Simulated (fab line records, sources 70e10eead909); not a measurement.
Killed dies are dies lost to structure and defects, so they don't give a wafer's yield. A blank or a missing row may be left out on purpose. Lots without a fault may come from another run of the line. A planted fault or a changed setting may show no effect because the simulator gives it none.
Which tool did it? | flow nand_harc | 11 lots, 33 wafers sampled, at 3 steps of a route of 1302

WHAT THE GAUGES READ, wafer by wafer
NHARC_A_CHANNEL_FILL_D2_THK_MEAS_06: measures by ellipsometry.
lot  | measured     | on            | thk_nm (nm)
L232 | day 15 02:12 | film_metro-02 | 5.6 5.3 5.3
L234 | day 15 22:15 | film_metro-01 | 4.2 5.4 3.6
L235 | day 16 13:25 | film_metro-02 | 4.2 6.3 5.5
L236 | day 17 11:05 | film_metro-02 | 4.5 5.2 5.3
L238 | day 17 11:05 | film_metro-01 | 3.5 4.8 3.5
L240 | day 18 15:47 | film_metro-01 | 4.3 4.9 4.7
L241 | day 19 12:28 | film_metro-02 | 6.5 5.0 6.1
L242 | day 19 19:43 | film_metro-01 | 6.0 4.1 5.1
L244 | day 19 19:43 | film_metro-02 | 4.7 6.2 6.0
L254 | day 24 02:21 | film_metro-01 | 6.1 5.7 4.7
L253 | day 24 02:21 | film_metro-02 | 4.7 5.9 5.9

WHICH TOOL RAN EACH LOT (tool, then ch and the chambers of the sampled wafers, then the start)
lot  | NHARC_A_CHANNEL_HOLE_D2_XSEM_32 | NHARC_A_CHANNEL_FILL_D2_STRIP_28
L232 | xsem-01 ch 0, day 13 13:10      | rie_diel-03 ch 0,1,2, day 14 14:53
L234 | xsem-02 ch 0, day 14 11:01      | rie_diel-03 ch 1,3, day 15 11:00
L235 | xsem-02 ch 0, day 14 16:48      | rie_diel-03 ch 0,3, day 15 20:51
L236 | xsem-01 ch 0, day 15 13:58      | rie_diel-11 ch 1,2,3, day 16 23:29
L238 | xsem-01 ch 0, day 15 23:28      | rie_diel-03 ch 1,3, day 17 02:22
L240 | xsem-02 ch 0, day 16 20:56      | rie_diel-03 ch 1,2,3, day 18 03:56
L241 | xsem-01 ch 0, day 18 00:21      | rie_diel-13 ch 2,3, day 19 00:51
L242 | xsem-02 ch 0, day 18 08:06      | rie_diel-13 ch 0,2,3, day 19 08:02
L244 | xsem-01 ch 0, day 18 08:41      | rie_diel-03 ch 0,3, day 19 08:01
L254 | xsem-01 ch 0, day 22 13:53      | rie_diel-03 ch 0,1,2, day 23 14:32
L253 | xsem-02 ch 0, day 22 15:44      | rie_diel-11 ch 0,1,2, day 23 14:31
- NHARC_A_CHANNEL_HOLE_D2_XSEM_32
- NHARC_A_CHANNEL_FILL_D2_STRIP_28: strips in O2, time 20 s.

THE ANSWER, worked out from the rows above alone
Rule: what is usual is taken from the lots themselves. Put in order of their means at a reading, lots are off if they are a third of the lots or fewer, leave a main group of 4 or more, and stand apart from it by a gap of 3 or more times the standard deviation of the main group's means; of several such gaps the widest counts. A main group whose means are all the same, to the digits that the tables above print for the reading, isn't used. A lot without any number at a reading at which 4 lots or more have one is off too. The other lots that the step has rows for count as sound.
No lot is off at any reading shown: from this, nothing can be told.

WHAT THE SIMULATOR HAD PUT IN
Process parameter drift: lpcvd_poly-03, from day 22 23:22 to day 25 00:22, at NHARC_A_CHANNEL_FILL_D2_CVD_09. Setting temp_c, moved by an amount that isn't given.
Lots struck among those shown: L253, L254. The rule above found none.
